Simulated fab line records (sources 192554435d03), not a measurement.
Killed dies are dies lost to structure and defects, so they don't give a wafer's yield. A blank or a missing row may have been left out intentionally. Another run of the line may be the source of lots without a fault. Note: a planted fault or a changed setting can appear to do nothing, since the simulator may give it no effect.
Struck lot and sound lot, side by side	flow n5_finfet	27 out of 1938 route steps
Sound: these wafers, L664.4, L664.5, L664.6. Struck: wafer L663.2. (L663.1 of the same lot was not struck and is left out.) The cause comes at the end.
Each step with rows lists, per side, the tool, then ch with its chambers, then its first start. Under that, the readings that differ: sound wafers	struck wafers	difference of the means	sigmas: that difference in standard deviations of wafers without a fault.
alike: same words and numbers on both sides, and readings whose means sit less than 2 such deviations apart. not compared: any withheld reading, any reading some wafer has no value for, any bound like >300 that may hide the same value, and any number with overlapping values for which the record gives no deviation.
A row with sigmas, a row that says differs or no value, or rows on one side alone: a step with any of these is where the two part. When numbers do not overlap yet have no deviation, they are printed without sigmas and do not part them. A reading that every wafer of one side lacks parts them only if that side has two wafers or more.

first, 10 steps without rows for these wafers: N5_FIN_SAQP_PRECLEAN_42 (cleans in O3/DIW, time 60 s); N5_FIN_SAQP_PRECLEAN_00 (cleans in SC1, time 60 s); N5_FIN_SAQP_PRECLEAN_44 (cleans in SC2, time 45 s); N5_FIN_SAQP_SRD_01 (time 30 s); N5_FIN_SAQP_ALD_61 (deposits SiO2, target thk 4 nm, pulse time 1 s, purge time 2 s); N5_FIN_SAQP_DENSIFY_62 (time 60 s); N5_FIN_SAQP_HM_DEP_03 (deposits SiNx from SiH4/NH3/N2, target thk 38 nm, time 33.6 s); N5_FIN_SAQP_PECVD_47 (deposits a-Si from SiH4/He, target thk 45 nm, time 36.3 s); N5_FIN_SAQP_PECVD_48 (deposits SiNx from SiH4/NH3/N2, target thk 25 nm, time 22.1 s); N5_FIN_SAQP_PECVD_06 (deposits a-Si from SiH4/He, target thk 60 nm, time 48.1 s).
N5_FIN_SAQP_HM_DEP_72: deposits SiO2 from SiH4/N2O, target thk 12 nm, time 7.2 s.
  sound on pecvd-03 ch 0,1,2, day 5 15:25; struck on pecvd-04 ch 1, day 5 09:52
reading	sound	struck	difference	sigmas
heater_power_w (W)	756 834 837	1066	+257	+2
since_wet_clean_h (h)	- - -	1535	no value on the sound wafers	
model.SiO2_of_FIN_SAQP_HM_DEP_72.thk_nm (nm)	11.86 12.64 12.13	11.1	-1.1	
  alike: showerhead_plenum_p_Torr
then, 12 steps without rows for these wafers: N5_FIN_SAQP_COAT_49 (time 60 s, resist thk 100 nm); N5_FIN_SAQP_COAT_50 (time 60 s, resist thk 35 nm); N5_FIN_SAQP_COAT_10 (resist thk 90 nm); N5_FIN_SAQP_EBR_12; N5_FIN_SAQP_SOFTBAKE_11 (time 60 s); N5_FIN_SAQP_EXPOSE_13 (exposes mask FIN CORE, target cd 35.6 nm); N5_FIN_SAQP_PEB_14 (peb time 60 s); N5_FIN_SAQP_DEVELOP_15 (develop time 30 s); N5_FIN_SAQP_DESCUM_21 (chemistry O2, time 7.9 s); N5_FIN_SAQP_ETCH_51 (etches SiARC in CF4, target depth 45.5 nm, time 75.8 s); N5_FIN_SAQP_ETCH_52 (etches SOC in N2/H2, target depth 100 nm, overetch 20 nm, time 150 s); N5_FIN_SAQP_STRIP_53 (strips in N2/H2).
N5_FIN_SAQP_HM_OPEN_73: chemistry CHF3/O2, target SiO2, stops on a-Si, target depth 12 nm, time 16.8 s.
  sound on rie_diel-05 ch 0,1,3, day 5 16:00; struck on rie_diel-05 ch 0, day 5 10:55
reading	sound	struck	difference	sigmas
model.etch.depth_nm (nm)	11.86 12.64 12.13	11.1	-1.1	
  alike: bias_w, drypump_motor_current_A, oes_product_au, rf_vpp_V, showerhead_plenum_p_Torr, throttle_valve_pct
  not compared: rf_hours_counter_h
then, 1 step without rows for these wafers: N5_FIN_SAQP_STRIP_74 (strips in CHF3/O2).
-- record jumps: 6 days separate the struck wafers' starts on either side; left off in module FIN_SAQP, taken up again in module BEOL_M4, whose first shown step is the route's number 1111 --
N5_BEOL_M4_RC_MEAS_101:
  sound on prober-02 ch 0, day 11 13:38; struck on prober-01 ch 0, day 11 08:58
reading	sound	struck	difference	sigmas
DIBL_N (mV/V)	42.7 38.4 39.3	33.0	-7.1	-3
IOFF_N (nA/um)	0.30 0.19 0.17	0.12	-0.10	-2
SS_N (mV/dec)	73.0 71.7 72.6	70.3	-2.1	-3
SS_P (mV/dec)	74.9 74.1 74.5	72.3	-2.2	-2
  alike: DIBL_P, IOFF_P, ION_N, ION_P, VT_N, VT_P
-- the record jumps here: 4 days lie between the struck wafers' starts before and after (it left off in module BEOL_M4 and takes up again in module PASSIVATION, whose first step shown is number 1936 of the route) --
N5_PASSIVATION_PROBE_49:
  sound on prober-01 at day 16 00:09; struck on prober-02 at day 15 15:28
reading	sound	struck	difference	sigmas
sort_bin_4_leakage (%)	0.68 0 0	0	+0	-4
  alike: defect_limited_yield, killed_at_M0_to_M3, killed_at_M4_up, killed_at_contacts, killed_at_front_end, killed_at_other, killed_dies, killed_on_rim, killed_open, killed_short, sort_bin_5_function, sort_bin_6_memory, sort_bin_8_speed, sort_n_pass, sort_yield_pct

## WHERE THEY PART
First at N5_FIN_SAQP_HM_DEP_72; last, within this record, at N5_PASSIVATION_PROBE_49.

WHY: the cause the simulator had injected
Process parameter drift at N5_FIN_SAQP_HM_DEP_72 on pecvd-04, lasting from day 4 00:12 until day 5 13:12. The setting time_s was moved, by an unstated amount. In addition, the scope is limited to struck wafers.
